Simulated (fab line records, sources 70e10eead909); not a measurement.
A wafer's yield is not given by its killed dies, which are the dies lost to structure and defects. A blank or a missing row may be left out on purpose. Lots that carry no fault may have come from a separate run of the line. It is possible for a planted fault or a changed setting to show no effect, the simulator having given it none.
Chamber matching + flow nand_harc + rie_diel-12 running NHARC_A_STAIRCASE_TRIM_187: 4 sister chambers
The step chemistry O2, time 211.2 s. 14 wafers are shown with their chamber, then 7 later ones without.

== WAFERS, EACH WITH ITS CHAMBER ==
| wafer  | chamber | showerhead_plenum_p_Torr (Torr) | oes_product_au (a.u.) | rf_vpp_V (V) |
|--------|---------|---------------------------------|-----------------------|--------------|
| L079.2 | 2       | 3.71                            | 0.993                 | 57.2         |
| L079.3 | 3       | 3.62                            | 1.006                 | 57.8         |
| L079.4 | 0       | 3.50                            | 1.018                 | 57.6         |
| L083.1 | 3       | 3.62                            | 0.998                 | 58.1         |
| L083.3 | 1       | 3.63                            | 1.002                 | 59.1         |
| L083.5 | 3       | 3.62                            | 1.002                 | 58.4         |
| L084.1 | 1       | 3.63                            | 0.979                 | 57.8         |
| L084.3 | 3       | 3.62                            | 1.006                 | 57.5         |
| L084.6 | 0       | 3.50                            | 1.005                 | 58.5         |
| L089.1 | 1       | 3.62                            | 1.008                 | 58.3         |
| L089.2 | 2       | 3.70                            | 0.999                 | 57.5         |
| L089.5 | 0       | 3.49                            | 1.013                 | 57.3         |
| L094.1 | 0       | 3.49                            | 1.011                 | 56.9         |
| L094.4 | 1       | 3.62                            | 1.000                 | 57.6         |

SIGNATURES, as means of the wafers listed above
| reading                  | chamber 0 | chamber 1 | chamber 2 | chamber 3 | scatter within a chamber |
|--------------------------|-----------|-----------|-----------|-----------|--------------------------|
| showerhead_plenum_p_Torr | 3.4950    | 3.6250    | 3.7050    | 3.6200    | 0.005                    |
| oes_product_au           | 1.01175   | 0.99725   | 0.99600   | 1.00300   | 0.00792                  |
| rf_vpp_V                 | 57.575    | 58.200    | 57.350    | 57.950    | 0.568                    |
Rule: distance of a wafer from a chamber = root of the sum over the readings of ((wafer's reading minus chamber's mean) / reading's scatter) squared. The wafer belongs to the nearest chamber; if the next one is less than 2 further off, it can't be placed. The scatter is the square root of a quotient: the sum, over the shown wafers, of each reading's squared deviation from its chamber's mean, divided by wafers minus chambers.

== WAFERS WHOSE CHAMBER IS MISSING ==
| wafer  | showerhead_plenum_p_Torr (Torr) | oes_product_au (a.u.) | rf_vpp_V (V) |
|--------|---------------------------------|-----------------------|--------------|
| L094.6 | 3.69                            | 0.981                 | 57.3         |
| L093.4 | 3.49                            | 1.013                 | 58.1         |
| L093.5 | 3.69                            | 0.988                 | 57.6         |
| L093.6 | 3.62                            | 1.009                 | 57.2         |
| L096.3 | 3.60                            | 0.999                 | 58.1         |
| L096.5 | 3.48                            | 1.005                 | 58.1         |
| L096.6 | 3.61                            | 1.007                 | 58.3         |

== WHICH CHAMBER EACH ONE RAN IN ==
| wafer  | from the rows above     | in truth |
|--------|-------------------------|----------|
| L094.6 | 2                       | 2        |
| L093.4 | 0                       | 0        |
| L093.5 | 2                       | 2        |
| L093.6 | can't be placed: 3 or 1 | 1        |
| L096.3 | can't be placed: 3 or 1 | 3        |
| L096.5 | 0                       | 0        |
| L096.6 | can't be placed: 3 or 1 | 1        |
Correctly placed: 4 of 7. Not placeable from these rows: 3 (in 3, the candidates include the true chamber). Wrongly placed: 0.
